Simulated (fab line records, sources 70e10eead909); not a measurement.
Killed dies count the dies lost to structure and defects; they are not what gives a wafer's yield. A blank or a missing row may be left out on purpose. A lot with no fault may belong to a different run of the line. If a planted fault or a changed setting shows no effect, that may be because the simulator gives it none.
Shared-tool check :: flow nand_harc :: 39 wafers sampled across 13 lots

THE REASON FOR OPENING IT
Flagged at NHARC_P_ZERO_WELL_CD_MEAS_37: reading cd_nm, on 1 of 13 lots. Wafers without a fault read 720.1 nm, standard deviation 1.5.
Rule: a lot is flagged in two cases, either no wafer of it has a number, or all its wafers with numbers fall more than 4 standard deviations from that mean. All remaining lots are regarded as sound.

lot: L483
measured: day 2 00:49
on: cd_sem-02
cd_nm (nm), wafer by wafer: 721.6 718.2 720.5
flag: 

lot: L484
measured: day 2 10:08
on: cd_sem-02
cd_nm (nm), wafer by wafer: 721.2 720.7 722.0
flag: 

lot: L486
measured: day 3 05:59
on: cd_sem-01
cd_nm (nm), wafer by wafer: 722.7 719.7 723.9
flag: 

lot: L487
measured: day 3 16:05
on: cd_sem-03
cd_nm (nm), wafer by wafer: 719.3 718.7 718.4
flag: 

lot: L488
measured: day 4 03:20
on: cd_sem-03
cd_nm (nm), wafer by wafer: 721.8 718.9 721.6
flag: 

lot: L489
measured: day 4 12:44
on: cd_sem-02
cd_nm (nm), wafer by wafer: 720.4 720.6 720.2
flag: 

lot: L490
measured: day 5 02:10
on: cd_sem-03
cd_nm (nm), wafer by wafer: 721.1 721.6 720.6
flag: 

lot: L491
measured: day 5 08:32
on: cd_sem-02
cd_nm (nm), wafer by wafer: 738.7 739.6 738.9
flag: FLAGGED

lot: L498
measured: day 8 05:58
on: cd_sem-03
cd_nm (nm), wafer by wafer: 721.1 720.7 718.5
flag: 

lot: L502
measured: day 9 21:58
on: cd_sem-01
cd_nm (nm), wafer by wafer: 721.2 721.5 721.3
flag: 

lot: L503
measured: day 10 08:46
on: cd_sem-01
cd_nm (nm), wafer by wafer: 718.4 719.5 717.6
flag: 

lot: L504
measured: day 10 18:05
on: cd_sem-02
cd_nm (nm), wafer by wafer: 720.1 719.2 720.6
flag: 

lot: L506
measured: day 11 14:20
on: cd_sem-02
cd_nm (nm), wafer by wafer: 719.2 716.8 719.4
flag: 
On average the flagged lots' numbers are 739.1 nm, which is +19.0 nm against the usual, or +13 standard deviations.

TOOL THAT RAN EACH LOT
The record holds 1 process step before the reading, out of a route of 1302 steps. In each cell: the tool, then ch and the chambers that the sampled wafers went through, then the start.
lot: L483
flag: 
NHARC_P_ZERO_WELL_EXPOSE_34: krf_scanner-02 ch 0, day 2 00:40

lot: L484
flag: 
NHARC_P_ZERO_WELL_EXPOSE_34: krf_scanner-01 ch 0, day 2 09:59

lot: L486
flag: 
NHARC_P_ZERO_WELL_EXPOSE_34: krf_scanner-02 ch 0, day 3 05:50

lot: L487
flag: 
NHARC_P_ZERO_WELL_EXPOSE_34: krf_scanner-01 ch 0, day 3 15:56

lot: L488
flag: 
NHARC_P_ZERO_WELL_EXPOSE_34: krf_scanner-02 ch 0, day 4 03:11

lot: L489
flag: 
NHARC_P_ZERO_WELL_EXPOSE_34: krf_scanner-02 ch 0, day 4 12:35

lot: L490
flag: 
NHARC_P_ZERO_WELL_EXPOSE_34: krf_scanner-02 ch 0, day 5 02:00

lot: L491
flag: FLAGGED
NHARC_P_ZERO_WELL_EXPOSE_34: krf_scanner-01 ch 0, day 5 08:23

lot: L498
flag: 
NHARC_P_ZERO_WELL_EXPOSE_34: krf_scanner-01 ch 0, day 8 05:49

lot: L502
flag: 
NHARC_P_ZERO_WELL_EXPOSE_34: krf_scanner-01 ch 0, day 9 21:49

lot: L503
flag: 
NHARC_P_ZERO_WELL_EXPOSE_34: krf_scanner-02 ch 0, day 10 08:37

lot: L504
flag: 
NHARC_P_ZERO_WELL_EXPOSE_34: krf_scanner-01 ch 0, day 10 17:56

lot: L506
flag: 
NHARC_P_ZERO_WELL_EXPOSE_34: krf_scanner-01 ch 0, day 11 14:11
What the steps here do:
- NHARC_P_ZERO_WELL_EXPOSE_34: exposes mask P PWELL, target cd 720 nm.
- NHARC_P_ZERO_WELL_CD_MEAS_37: target cd 720 nm.

FLAGGED AGAINST TOTAL, ONE TOOL AT A TIME (gauges that did the reading follow at the end)
step: NHARC_P_ZERO_WELL_EXPOSE_34
tool: krf_scanner-01
lots run: 7
flagged: 1
share of the flagged lots: all
sound lots run after its first flagged lot: 4 (L498,L502,L504,L506)

step: NHARC_P_ZERO_WELL_EXPOSE_34
tool: krf_scanner-02
lots run: 6
flagged: 0
share of the flagged lots: none
sound lots run after its first flagged lot: -

step: NHARC_P_ZERO_WELL_CD_MEAS_37
tool: cd_sem-01
lots run: 3
flagged: 0
share of the flagged lots: none
sound lots run after its first flagged lot: -

step: NHARC_P_ZERO_WELL_CD_MEAS_37
tool: cd_sem-02
lots run: 6
flagged: 1
share of the flagged lots: all
sound lots run after its first flagged lot: 2 (L504,L506)

step: NHARC_P_ZERO_WELL_CD_MEAS_37
tool: cd_sem-03
lots run: 4
flagged: 0
share of the flagged lots: none
sound lots run after its first flagged lot: -

WHAT IS ALLOWED BY THE TABLE
Table rows that saw every flagged lot: 2, namely krf_scanner-01 at NHARC_P_ZERO_WELL_EXPOSE_34 and cd_sem-02 at NHARC_P_ZERO_WELL_CD_MEAS_37.
- krf_scanner-01 at NHARC_P_ZERO_WELL_EXPOSE_34: 1 of its 7 lots flagged. Sound lots followed the first flagged one (L498, L502, L504, L506) on it, something a lasting fault affecting the whole tool could not allow.
- cd_sem-02 at NHARC_P_ZERO_WELL_CD_MEAS_37: 1 of its 6 lots flagged. Sound lots followed the first flagged one (L504, L506) on it, something a lasting fault affecting the whole tool could not allow.
None of the table's rows ran every flagged lot and, after the first, no sound lot.

WHAT THE SIMULATOR HAD INSERTED
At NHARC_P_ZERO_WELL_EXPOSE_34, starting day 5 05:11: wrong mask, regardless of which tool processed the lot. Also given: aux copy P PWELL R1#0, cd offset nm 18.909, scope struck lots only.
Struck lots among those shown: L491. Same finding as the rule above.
